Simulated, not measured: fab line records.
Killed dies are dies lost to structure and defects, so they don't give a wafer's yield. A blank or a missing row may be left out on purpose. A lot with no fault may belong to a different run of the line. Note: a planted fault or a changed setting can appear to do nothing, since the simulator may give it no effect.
fab line records || flow nandHarc
record {"lots": 7, "wafers": 21, "lastDay": 24}
route steps=1159 shown P_GATE@118
lots untouched by any fault: they come from a run of this same line in which no faults occurred
startH: start of the lot's first displayed wafer, in hours after the record's first day || waitH: hours since the lot's step before || " same as the row above || L1.1+2: a single row standing in for several wafers || - either no value or no given start || * or withheld: withheld || < > ~ a bound
route shown NAME@n: a module of which the file shows steps, and the number in the route of the first || usual: average and standard deviation across the fault-free wafers || same: alike in all rows || chamber/n: place in a boat || sites: each site's reading || _std_site: their standard deviation || _edge_site: mean of outer sites minus mean of inner sites || radiusMm: how far each site lies from the wafer's centre || mask NAME#n: copy n || behind: the last tool/chamber to shape the wafer || hold: the reason the lot was held/the length of the hold in hours/how it ended || device: which transistor (n, p or np) failed to switch || end of line: tests run on the same wafers once the route is complete || where a step has no rows: the recipe by itself || killed: dies that structure and defects cost at the first sort, which is not the same as the wafer's yield || map: a wafer's dies, x killed, . not, _ none there
set.NAME: the setting as run; set.NAME@STEP: as run at that earlier step || model.NAME: the simulator's own value behind a step, which no gauge read
lots seen at some steps along the route; tables by step, rows by wafer
services: from which hour (startH, from the record's first day; less than 0 if before it) a tool's chamber was out of use, for how many hours, and why
## steps
# step NHARC_P_GATE_EBR_07
# step NHARC_P_GATE_EXPOSE_08
# recipe {"na": 0.6, "doseMj": 16.75, "maskId": "P_HV"}
# step NHARC_P_GATE_PEB_09
# recipe {"pebTempC": 118, "pebTimeS": 85}
# step NHARC_P_GATE_DEVELOP_10
# recipe {"timeS": 70}
# step NHARC_P_GATE_CD_MEAS_11
# recipe {"targetCdNm": 1640, "landingEnergyEv": 500}
# usual {"cdNm": "1639.2/1.6"}
{"lot.wafer": "L193.3", "tool": "cdSem-01", "chamber": 0, "startH": 83.78, "waitH": "-", "cdNm": 1637.2}
{"lot.wafer": "L193.4", "tool": "cdSem-01", "chamber": 0, "startH": 83.78, "waitH": "-", "cdNm": 1640.4}
{"lot.wafer": "L193.6", "tool": "cdSem-01", "chamber": 0, "startH": 83.78, "waitH": "-", "cdNm": 1638.4}
{"lot.wafer": "L194.2", "tool": "cdSem-03", "chamber": 0, "startH": 99.36, "waitH": "-", "cdNm": 1640.9}
{"lot.wafer": "L194.3", "tool": "cdSem-03", "chamber": 0, "startH": 99.36, "waitH": "-", "cdNm": 1640.9}
{"lot.wafer": "L194.4", "tool": "cdSem-03", "chamber": 0, "startH": 99.36, "waitH": "-", "cdNm": 1635.8}
{"lot.wafer": "L196.2", "tool": "cdSem-01", "chamber": 0, "startH": 106.99, "waitH": "-", "cdNm": 1638.3}
{"lot.wafer": "L196.5", "tool": "cdSem-01", "chamber": 0, "startH": 106.99, "waitH": "-", "cdNm": 1636.2}
{"lot.wafer": "L196.6", "tool": "cdSem-01", "chamber": 0, "startH": 106.99, "waitH": "-", "cdNm": 1639.2}
{"lot.wafer": "L201.1", "tool": "cdSem-03", "chamber": 0, "startH": 129.19, "waitH": "-", "cdNm": 1638.2}
{"lot.wafer": "L201.3", "tool": "cdSem-03", "chamber": 0, "startH": 129.19, "waitH": "-", "cdNm": 1639.3}
{"lot.wafer": "L201.5", "tool": "cdSem-03", "chamber": 0, "startH": 129.19, "waitH": "-", "cdNm": 1641.1}
{"lot.wafer": "L205.1", "tool": "cdSem-03", "chamber": 0, "startH": 153.62, "waitH": "-", "cdNm": 1640.9}
{"lot.wafer": "L205.2", "tool": "cdSem-03", "chamber": 0, "startH": 153.62, "waitH": "-", "cdNm": 1638.9}
{"lot.wafer": "L205.3", "tool": "cdSem-03", "chamber": 0, "startH": 153.62, "waitH": "-", "cdNm": 1641.2}
{"lot.wafer": "L206.3", "tool": "cdSem-01", "chamber": 0, "startH": 163.93, "waitH": "-", "cdNm": 1639.4}
{"lot.wafer": "L206.4", "tool": "cdSem-01", "chamber": 0, "startH": 163.93, "waitH": "-", "cdNm": 1637.8}
{"lot.wafer": "L206.6", "tool": "cdSem-01", "chamber": 0, "startH": 163.93, "waitH": "-", "cdNm": 1640.0}
{"lot.wafer": "L211.3", "tool": "cdSem-02", "chamber": 0, "startH": 195.81, "waitH": "-", "cdNm": 1638.7}
{"lot.wafer": "L211.4", "tool": "cdSem-02", "chamber": 0, "startH": 195.81, "waitH": "-", "cdNm": 1638.2}
{"lot.wafer": "L211.5", "tool": "cdSem-02", "chamber": 0, "startH": 195.81, "waitH": "-", "cdNm": 1638.6}
# step NHARC_P_GATE_HARDBAKE_12
# recipe {"tempC": 125, "timeS": 80}
# step NHARC_P_GATE_DESCUM_13
# recipe {"timeS": 3, "o2FlowSccm": 200, "arFlowSccm": 0, "biasPowerW": 0, "chemistry": "O2"}
# usual {"drypumpMotorCurrentA": "5.84/0.29", "mfcArSccm": "0.005/0.0088", "o2FlowSccm": "200.1/0.58", "oesProductAu": "0.997/0.0077", "rfVppV": "57.6/0.94", "showerheadPlenumPTorr": "1.87/0.074", "throttleValvePct": "11.311/0.01"}
{"lot.wafer": "L193.4", "tool": "rieDiel-03", "chamber": 1, "startH": 83.96, "waitH": "-", "drypumpMotorCurrentA": 5.67, "mfcArSccm": 0.023, "o2FlowSccm": 200.5, "oesProductAu": 1.006, "rfHoursCounterH": 10, "rfVppV": 58.6, "showerheadPlenumPTorr": 1.95, "throttleValvePct": 11.291}
{"lot.wafer": "L193.3", "tool": "rieDiel-03", "chamber": 3, "startH": 83.96, "waitH": "-", "drypumpMotorCurrentA": 5.70, "mfcArSccm": 0, "o2FlowSccm": 200.5, "oesProductAu": 1.004, "rfHoursCounterH": 15, "rfVppV": 57.9, "showerheadPlenumPTorr": 1.85, "throttleValvePct": 11.312}
{"lot.wafer": "L193.6", "tool": "rieDiel-03", "chamber": 0, "startH": 83.96, "waitH": "-", "drypumpMotorCurrentA": 5.87, "mfcArSccm": 0.013, "o2FlowSccm": 200.2, "oesProductAu": 1.000, "rfHoursCounterH": "-", "rfVppV": 57.5, "showerheadPlenumPTorr": 1.93, "throttleValvePct": 11.298}
{"lot.wafer": "L194.2", "tool": "rieDiel-09", "chamber": 2, "startH": 99.55, "waitH": "-", "drypumpMotorCurrentA": 6.00, "mfcArSccm": 0, "o2FlowSccm": 199.2, "oesProductAu": 0.988, "rfHoursCounterH": 3, "rfVppV": 55.3, "showerheadPlenumPTorr": 1.78, "throttleValvePct": 11.325}
{"lot.wafer": "L194.4", "tool": "rieDiel-09", "chamber": 3, "startH": 99.55, "waitH": "-", "drypumpMotorCurrentA": 6.09, "mfcArSccm": 0, "o2FlowSccm": 201.3, "oesProductAu": 1.002, "rfHoursCounterH": 3, "rfVppV": 60.1, "showerheadPlenumPTorr": 1.96, "throttleValvePct": 11.324}
{"lot.wafer": "L194.3", "tool": "rieDiel-09", "chamber": 0, "startH": 99.55, "waitH": "-", "drypumpMotorCurrentA": 5.76, "mfcArSccm": 0, "o2FlowSccm": 200.2, "oesProductAu": 0.999, "rfHoursCounterH": 4, "rfVppV": 56.8, "showerheadPlenumPTorr": 1.83, "throttleValvePct": 11.314}
{"lot.wafer": "L196.2", "tool": "rieDiel-09", "chamber": 1, "startH": 107.18, "waitH": "-", "drypumpMotorCurrentA": 5.50, "mfcArSccm": 0, "o2FlowSccm": 200.4, "oesProductAu": 1.003, "rfHoursCounterH": 4, "rfVppV": 57.3, "showerheadPlenumPTorr": 1.82, "throttleValvePct": 11.298}
{"lot.wafer": "L196.6", "tool": "rieDiel-09", "chamber": 1, "startH": 107.18, "waitH": "-", "drypumpMotorCurrentA": 5.48, "mfcArSccm": 0, "o2FlowSccm": 200.0, "oesProductAu": 1.000, "rfHoursCounterH": "-", "rfVppV": 57.1, "showerheadPlenumPTorr": 1.82, "throttleValvePct": 11.314}
{"lot.wafer": "L196.5", "tool": "rieDiel-09", "chamber": 2, "startH": 107.18, "waitH": "-", "drypumpMotorCurrentA": 6.00, "mfcArSccm": 0, "o2FlowSccm": 200.1, "oesProductAu": 0.990, "rfHoursCounterH": "-", "rfVppV": 57.9, "showerheadPlenumPTorr": 1.78, "throttleValvePct": 11.298}
{"lot.wafer": "L201.1", "tool": "rieDiel-03", "chamber": 2, "startH": 129.37, "waitH": "-", "drypumpMotorCurrentA": 5.87, "mfcArSccm": 0.023, "o2FlowSccm": 200.2, "oesProductAu": 0.986, "rfHoursCounterH": 25, "rfVppV": 59.0, "showerheadPlenumPTorr": 2.01, "throttleValvePct": 11.304}
{"lot.wafer": "L201.3", "tool": "rieDiel-03", "chamber": 0, "startH": 129.37, "waitH": "-", "drypumpMotorCurrentA": 5.87, "mfcArSccm": 0.013, "o2FlowSccm": 199.9, "oesProductAu": 0.988, "rfHoursCounterH": 27, "rfVppV": 57.5, "showerheadPlenumPTorr": 1.93, "throttleValvePct": 11.316}
{"lot.wafer": "L201.5", "tool": "rieDiel-03", "chamber": 1, "startH": 129.37, "waitH": "-", "drypumpMotorCurrentA": 5.65, "mfcArSccm": 0.023, "o2FlowSccm": 200.4, "oesProductAu": 0.995, "rfHoursCounterH": "-", "rfVppV": 58.3, "showerheadPlenumPTorr": 1.94, "throttleValvePct": 11.320}
{"lot.wafer": "L205.1", "tool": "rieDiel-09", "chamber": 3, "startH": 153.87, "waitH": "-", "drypumpMotorCurrentA": 6.12, "mfcArSccm": 0, "o2FlowSccm": 200.2, "oesProductAu": 1.000, "rfHoursCounterH": 12, "rfVppV": 58.1, "showerheadPlenumPTorr": 1.95, "throttleValvePct": 11.314}
{"lot.wafer": "L205.3", "tool": "rieDiel-09", "chamber": 1, "startH": 153.87, "waitH": "-", "drypumpMotorCurrentA": 5.47, "mfcArSccm": 0, "o2FlowSccm": 200.5, "oesProductAu": 1.005, "rfHoursCounterH": 12, "rfVppV": 57.4, "showerheadPlenumPTorr": 1.82, "throttleValvePct": 11.299}
{"lot.wafer": "L205.2", "tool": "rieDiel-09", "chamber": 2, "startH": 153.87, "waitH": "-", "drypumpMotorCurrentA": 6.03, "mfcArSccm": 0, "o2FlowSccm": 201.0, "oesProductAu": 0.999, "rfHoursCounterH": 11, "rfVppV": 56.5, "showerheadPlenumPTorr": 1.78, "throttleValvePct": 11.317}
{"lot.wafer": "L206.4", "tool": "rieDiel-03", "chamber": 2, "startH": 164.10, "waitH": "-", "drypumpMotorCurrentA": 5.87, "mfcArSccm": 0.023, "o2FlowSccm": 199.8, "oesProductAu": 0.995, "rfHoursCounterH": 40, "rfVppV": 58.4, "showerheadPlenumPTorr": 2.00, "throttleValvePct": 11.299}
{"lot.wafer": "L206.3", "tool": "rieDiel-03", "chamber": 0, "startH": 164.10, "waitH": "-", "drypumpMotorCurrentA": 5.85, "mfcArSccm": 0.013, "o2FlowSccm": 200.2, "oesProductAu": 1.000, "rfHoursCounterH": 42, "rfVppV": 58.1, "showerheadPlenumPTorr": 1.92, "throttleValvePct": 11.322}
{"lot.wafer": "L206.6", "tool": "rieDiel-03", "chamber": 1, "startH": 164.10, "waitH": "-", "drypumpMotorCurrentA": 5.63, "mfcArSccm": 0.023, "o2FlowSccm": 199.6, "oesProductAu": 0.991, "rfHoursCounterH": "-", "rfVppV": 57.7, "showerheadPlenumPTorr": 1.94, "throttleValvePct": 11.329}
{"lot.wafer": "L211.4", "tool": "rieDiel-09", "chamber": 2, "startH": 195.96, "waitH": "-", "drypumpMotorCurrentA": 6.03, "mfcArSccm": 0, "o2FlowSccm": 200.0, "oesProductAu": 0.992, "rfHoursCounterH": 19, "rfVppV": 58.1, "showerheadPlenumPTorr": 1.78, "throttleValvePct": 11.298}
{"lot.wafer": "L211.3", "tool": "rieDiel-09", "chamber": 3, "startH": 195.96, "waitH": "-", "drypumpMotorCurrentA": 6.15, "mfcArSccm": 0, "o2FlowSccm": 200.4, "oesProductAu": 1.002, "rfHoursCounterH": 20, "rfVppV": 55.9, "showerheadPlenumPTorr": 1.95, "throttleValvePct": 11.310}
{"lot.wafer": "L211.5", "tool": "rieDiel-09", "chamber": 3, "startH": 195.96, "waitH": "-", "drypumpMotorCurrentA": 6.12, "mfcArSccm": 0, "o2FlowSccm": 200.8, "oesProductAu": 0.987, "rfHoursCounterH": "-", "rfVppV": 58.6, "showerheadPlenumPTorr": 1.95, "throttleValvePct": 11.300}
# step NHARC_P_GATE_ETCH_14
# recipe {"targetDepthA": 488, "chemistry": "dHF", "material": "SiO2"}
# step NHARC_P_GATE_STRIP_15
# recipe {"timeS": 780, "tempC": 130, "chemistry": "SPM"}
# step NHARC_P_GATE_PRECLEAN_71
# recipe {"timeS": "*", "tempC": 50, "bathAgeMin": 0, "chemistry": "SC1"}
# step NHARC_P_GATE_SRD_72
# step NHARC_P_GATE_OXIDE_16
# recipe {"targetThkA": 30, "tempC": 875, "oxTimeS": 392, "material": "SiO2"}
# step NHARC_P_GATE_CVD_17
# recipe {"targetThkA": 1500, "tempC": 620, "timeS": 900, "material": "poly-Si"}
# usual {"spikeTcCentreC": "620.8/1.5", "tubeCenterTempC": "620.01/0.055", "zonePowerTopPct": "18.5/1.5"}
{"lot.wafer": "L193.3", "tool": "lpcvdPoly-01", "chamber": 0, "startH": 93.29, "waitH": 2.7, "spikeTcCentreC": 620.8, "tubeCenterTempC": 619.94, "zonePowerTopPct": 16.3}
{"lot.wafer": "L193.4", "tool": "lpcvdPoly-01", "chamber": 0, "startH": 93.29, "waitH": 2.7, "spikeTcCentreC": 622.2, "tubeCenterTempC": 619.97, "zonePowerTopPct": 16.2}
{"lot.wafer": "L193.6", "tool": "lpcvdPoly-01", "chamber": 0, "startH": 93.29, "waitH": 2.7, "spikeTcCentreC": 621.3, "tubeCenterTempC": 619.99, "zonePowerTopPct": 16.2}
{"lot.wafer": "L193.3", "tool": "lpcvdPoly-01", "chamber": 0, "startH": 96.05, "waitH": 0.5, "spikeTcCentreC": 619.2, "tubeCenterTempC": 620.03, "zonePowerTopPct": 16.6}
{"lot.wafer": "L193.4", "tool": "lpcvdPoly-01", "chamber": 0, "startH": 96.05, "waitH": 0.5, "spikeTcCentreC": 623.1, "tubeCenterTempC": 619.99, "zonePowerTopPct": 16.3}
{"lot.wafer": "L193.6", "tool": "lpcvdPoly-01", "chamber": 0, "startH": 96.05, "waitH": 0.5, "spikeTcCentreC": 622.8, "tubeCenterTempC": 620.07, "zonePowerTopPct": 16.2}
{"lot.wafer": "L194.2", "tool": "lpcvdPoly-04", "chamber": 0, "startH": 110.24, "waitH": 2.5, "spikeTcCentreC": 622.2, "tubeCenterTempC": 620.13, "zonePowerTopPct": 18.9}
{"lot.wafer": "L194.3", "tool": "lpcvdPoly-04", "chamber": 0, "startH": 110.24, "waitH": 2.5, "spikeTcCentreC": 621.0, "tubeCenterTempC": 620.03, "zonePowerTopPct": 19.2}
{"lot.wafer": "L194.4", "tool": "lpcvdPoly-04", "chamber": 0, "startH": 110.24, "waitH": 2.5, "spikeTcCentreC": 621.0, "tubeCenterTempC": 619.97, "zonePowerTopPct": 18.9}
{"lot.wafer": "L194.2", "tool": "lpcvdPoly-04", "chamber": 0, "startH": 114.25, "waitH": 1.8, "spikeTcCentreC": 619.7, "tubeCenterTempC": 619.98, "zonePowerTopPct": 18.9}
{"lot.wafer": "L194.3", "tool": "lpcvdPoly-04", "chamber": 0, "startH": 114.25, "waitH": 1.8, "spikeTcCentreC": 620.6, "tubeCenterTempC": 619.95, "zonePowerTopPct": 19.4}
{"lot.wafer": "L194.4", "tool": "lpcvdPoly-04", "chamber": 0, "startH": 114.25, "waitH": 1.8, "spikeTcCentreC": 618.1, "tubeCenterTempC": 619.98, "zonePowerTopPct": 19.1}
{"lot.wafer": "L196.2", "tool": "lpcvdPoly-04", "chamber": 0, "startH": 117.05, "waitH": 2.5, "spikeTcCentreC": 620.5, "tubeCenterTempC": 619.9, "zonePowerTopPct": 18.9}
{"lot.wafer": "L196.5", "tool": "lpcvdPoly-04", "chamber": 0, "startH": 117.05, "waitH": 2.5, "spikeTcCentreC": 621.7, "tubeCenterTempC": 619.96, "zonePowerTopPct": 18.9}
{"lot.wafer": "L196.6", "tool": "lpcvdPoly-04", "chamber": 0, "startH": 117.05, "waitH": 2.5, "spikeTcCentreC": 621.9, "tubeCenterTempC": 619.97, "zonePowerTopPct": 19.1}
{"lot.wafer": "L201.1", "tool": "lpcvdPoly-04", "chamber": 0, "startH": 138.76, "waitH": 2.5, "spikeTcCentreC": 620.2, "tubeCenterTempC": 619.94, "zonePowerTopPct": 19.1}
{"lot.wafer": "L201.3", "tool": "lpcvdPoly-04", "chamber": 0, "startH": 138.76, "waitH": 2.5, "spikeTcCentreC": 622.5, "tubeCenterTempC": 620.12, "zonePowerTopPct": 19.2}
{"lot.wafer": "L201.5", "tool": "lpcvdPoly-04", "chamber": 0, "startH": 138.76, "waitH": 2.5, "spikeTcCentreC": 623.1, "tubeCenterTempC": 620.11, "zonePowerTopPct": 19.2}
{"lot.wafer": "L201.1", "tool": "lpcvdPoly-03", "chamber": 0, "startH": 141.52, "waitH": 0.5, "spikeTcCentreC": 619.7, "tubeCenterTempC": 620.06, "zonePowerTopPct": 19.7}
{"lot.wafer": "L201.3", "tool": "lpcvdPoly-03", "chamber": 0, "startH": 141.52, "waitH": 0.5, "spikeTcCentreC": 619.6, "tubeCenterTempC": 619.91, "zonePowerTopPct": 19.8}
{"lot.wafer": "L201.5", "tool": "lpcvdPoly-03", "chamber": 0, "startH": 141.52, "waitH": 0.5, "spikeTcCentreC": 619.1, "tubeCenterTempC": 619.86, "zonePowerTopPct": 19.8}
{"lot.wafer": "L205.1", "tool": "lpcvdPoly-01", "chamber": 0, "startH": 163.56, "waitH": 2.7, "spikeTcCentreC": 619.9, "tubeCenterTempC": 620, "zonePowerTopPct": 16.3}
{"lot.wafer": "L205.2", "tool": "lpcvdPoly-01", "chamber": 0, "startH": 163.56, "waitH": 2.7, "spikeTcCentreC": 621.2, "tubeCenterTempC": 619.99, "zonePowerTopPct": 16.1}
{"lot.wafer": "L205.3", "tool": "lpcvdPoly-01", "chamber": 0, "startH": 163.56, "waitH": 2.7, "spikeTcCentreC": 621.1, "tubeCenterTempC": 619.96, "zonePowerTopPct": 16.1}
{"lot.wafer": "L206.3", "tool": "lpcvdPoly-04", "chamber": 0, "startH": 173.70, "waitH": 2.5, "spikeTcCentreC": 622.9, "tubeCenterTempC": 619.9, "zonePowerTopPct": 18.9}
{"lot.wafer": "L206.4", "tool": "lpcvdPoly-04", "chamber": 0, "startH": 173.70, "waitH": 2.5, "spikeTcCentreC": 621.6, "tubeCenterTempC": 620, "zonePowerTopPct": 19.2}
{"lot.wafer": "L206.6", "tool": "lpcvdPoly-04", "chamber": 0, "startH": 173.70, "waitH": 2.5, "spikeTcCentreC": 621.8, "tubeCenterTempC": 620.04, "zonePowerTopPct": 19.3}
{"lot.wafer": "L211.3", "tool": "lpcvdPoly-03", "chamber": 0, "startH": 205.54, "waitH": 2.9, "spikeTcCentreC": 619.2, "tubeCenterTempC": 620.01, "zonePowerTopPct": 20.1}
{"lot.wafer": "L211.4", "tool": "lpcvdPoly-03", "chamber": 0, "startH": 205.54, "waitH": 2.9, "spikeTcCentreC": 618.5, "tubeCenterTempC": 619.93, "zonePowerTopPct": 19.8}
{"lot.wafer": "L211.5", "tool": "lpcvdPoly-03", "chamber": 0, "startH": 205.54, "waitH": 2.9, "spikeTcCentreC": 620.6, "tubeCenterTempC": 620.07, "zonePowerTopPct": 20.2}
# step NHARC_P_GATE_HM_DEP_102
# recipe {"targetThkA": 1200, "tempC": 400, "material": "aC"}
# usual {"throttleValvePct": "34.999/0.0088"}
{"lot.wafer": "L193.3", "tool": "aclDep-03", "chamber": 0, "startH": 99.48, "waitH": 1.2, "throttleValvePct": 35.010}
{"lot.wafer": "L193.4", "tool": "aclDep-03", "chamber": 0, "startH": 99.48, "waitH": 1.2, "throttleValvePct": 34.984}
{"lot.wafer": "L193.6", "tool": "aclDep-03", "chamber": 0, "startH": 99.48, "waitH": 1.2, "throttleValvePct": 35.014}
{"lot.wafer": "L194.2", "tool": "aclDep-02", "chamber": 0, "startH": 117.66, "waitH": 1.2, "throttleValvePct": 35.007}
{"lot.wafer": "L194.3", "tool": "aclDep-02", "chamber": 0, "startH": 117.66, "waitH": 1.2, "throttleValvePct": 34.994}
{"lot.wafer": "L194.4", "tool": "aclDep-02", "chamber": 0, "startH": 117.66, "waitH": 1.2, "throttleValvePct": 34.989}
{"lot.wafer": "L196.2", "tool": "aclDep-03", "chamber": 0, "startH": 123.72, "waitH": 4.4, "throttleValvePct": 34.987}
{"lot.wafer": "L196.5", "tool": "aclDep-03", "chamber": 0, "startH": 123.72, "waitH": 4.4, "throttleValvePct": 34.985}
{"lot.wafer": "L196.6", "tool": "aclDep-03", "chamber": 0, "startH": 123.72, "waitH": 4.4, "throttleValvePct": 34.978}
{"lot.wafer": "L201.1", "tool": "aclDep-03", "chamber": 0, "startH": 145.47, "waitH": 1.7, "throttleValvePct": 35.003}
{"lot.wafer": "L201.3", "tool": "aclDep-03", "chamber": 0, "startH": 145.47, "waitH": 1.7, "throttleValvePct": 34.988}
{"lot.wafer": "L201.5", "tool": "aclDep-03", "chamber": 0, "startH": 145.47, "waitH": 1.7, "throttleValvePct": 35.006}
{"lot.wafer": "L205.1", "tool": "aclDep-03", "chamber": 0, "startH": 171.07, "waitH": 5.3, "throttleValvePct": 34.997}
{"lot.wafer": "L205.2", "tool": "aclDep-03", "chamber": 0, "startH": 171.07, "waitH": 5.3, "throttleValvePct": 35.000}
{"lot.wafer": "L205.3", "tool": "aclDep-03", "chamber": 0, "startH": 171.07, "waitH": 5.3, "throttleValvePct": 34.991}
{"lot.wafer": "L206.3", "tool": "aclDep-03", "chamber": 0, "startH": 181.12, "waitH": 5.2, "throttleValvePct": 35.017}
{"lot.wafer": "L206.4", "tool": "aclDep-03", "chamber": 0, "startH": 181.12, "waitH": 5.2, "throttleValvePct": 35.005}
{"lot.wafer": "L206.6", "tool": "aclDep-03", "chamber": 0, "startH": 181.12, "waitH": 5.2, "throttleValvePct": 34.988}
{"lot.wafer": "L211.3", "tool": "aclDep-02", "chamber": 0, "startH": 208.32, "waitH": 0.6, "throttleValvePct": 35.011}
{"lot.wafer": "L211.4", "tool": "aclDep-02", "chamber": 0, "startH": 208.32, "waitH": 0.6, "throttleValvePct": 35.000}
{"lot.wafer": "L211.5", "tool": "aclDep-02", "chamber": 0, "startH": 208.32, "waitH": 0.6, "throttleValvePct": 34.997}
## services
{"tool": "rieDiel-09", "chamber": "-", "startH": 77.40, "hours": 9.0, "kind": "pm"}
{"tool": "rieDiel-09", "chamber": 0, "startH": 77.40, "hours": 9.0, "kind": "ventCycle"}
{"tool": "rieDiel-09", "chamber": 1, "startH": 77.40, "hours": 9.0, "kind": "ventCycle"}
{"tool": "rieDiel-09", "chamber": 2, "startH": 77.40, "hours": 9.0, "kind": "ventCycle"}
{"tool": "rieDiel-09", "chamber": 3, "startH": 77.40, "hours": 9.0, "kind": "ventCycle"}
{"tool": "rieDiel-09", "chamber": 0, "startH": 86.40, "hours": "-", "kind": "clean"}
{"tool": "rieDiel-09", "chamber": 1, "startH": 86.40, "hours": "-", "kind": "clean"}
{"tool": "rieDiel-09", "chamber": 2, "startH": 86.40, "hours": "-", "kind": "clean"}
{"tool": "rieDiel-09", "chamber": 3, "startH": 86.40, "hours": "-", "kind": "clean"}
{"tool": "rieDiel-09", "chamber": "-", "startH": 97.80, "hours": 0.8, "kind": "repair"}
{"tool": "lpcvdPoly-01", "chamber": "-", "startH": 108.00, "hours": 26.0, "kind": "pm"}
{"tool": "rieDiel-09", "chamber": 0, "startH": 110.97, "hours": "-", "kind": "clean"}
{"tool": "rieDiel-09", "chamber": 1, "startH": 110.97, "hours": "-", "kind": "clean"}
{"tool": "rieDiel-09", "chamber": 2, "startH": 110.97, "hours": "-", "kind": "clean"}
{"tool": "rieDiel-09", "chamber": 3, "startH": 110.97, "hours": "-", "kind": "clean"}
{"tool": "rieDiel-03", "chamber": 2, "startH": 122.14, "hours": 2.1, "kind": "repair"}
{"tool": "rieDiel-09", "chamber": 0, "startH": 135.50, "hours": "-", "kind": "clean"}
{"tool": "rieDiel-09", "chamber": 1, "startH": 135.50, "hours": "-", "kind": "clean"}
{"tool": "rieDiel-09", "chamber": 2, "startH": 135.50, "hours": "-", "kind": "clean"}
{"tool": "rieDiel-09", "chamber": 3, "startH": 135.50, "hours": "-", "kind": "clean"}
{"tool": "rieDiel-09", "chamber": 0, "startH": 160.00, "hours": "-", "kind": "clean"}
{"tool": "rieDiel-09", "chamber": 1, "startH": 160.00, "hours": "-", "kind": "clean"}
{"tool": "aclDep-02", "chamber": "-", "startH": 168.82, "hours": 13.0, "kind": "pm"}
{"tool": "rieDiel-09", "chamber": "-", "startH": 207.42, "hours": 1.3, "kind": "repair"}
## key
firstSign {"step": "NHARC_P_GATE_CVD_17", "reading": "visit", "direction": "added"}
effect none on later readings
metAt NHARC_P_GATE_CVD_17
struckWafers L193.3,L193.4,L193.6,L194.2,L194.3,L194.4,L201.1,L201.3,L201.5
sortLeftOut L193.3,L193.4,L193.6,L194.2,L194.3,L194.4,L201.1,L201.3,L201.5
testerLeftOut L193,L194,L201
fault {"kind": "repeatedStepWhole", "tool": "lpcvdPoly-01,lpcvdPoly-03,lpcvdPoly-04", "chamber": "-", "onsetH": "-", "steps": "NHARC_P_GATE_CVD_17", "times": 1, "scope": "struckLotsOnly"}
# testerLeftOut: of these lots the tester's yield and bins aren't shown, on N5 and GAA mostly nor the transistor test; their killed dies are dies lost to structure and defects alone, not to doping, threshold or leakage, so they don't give the yield
# sortLeftOut: the simulated sort isn't trusted on such a fault, so these wafers' sort isn't shown, and their yield isn't known
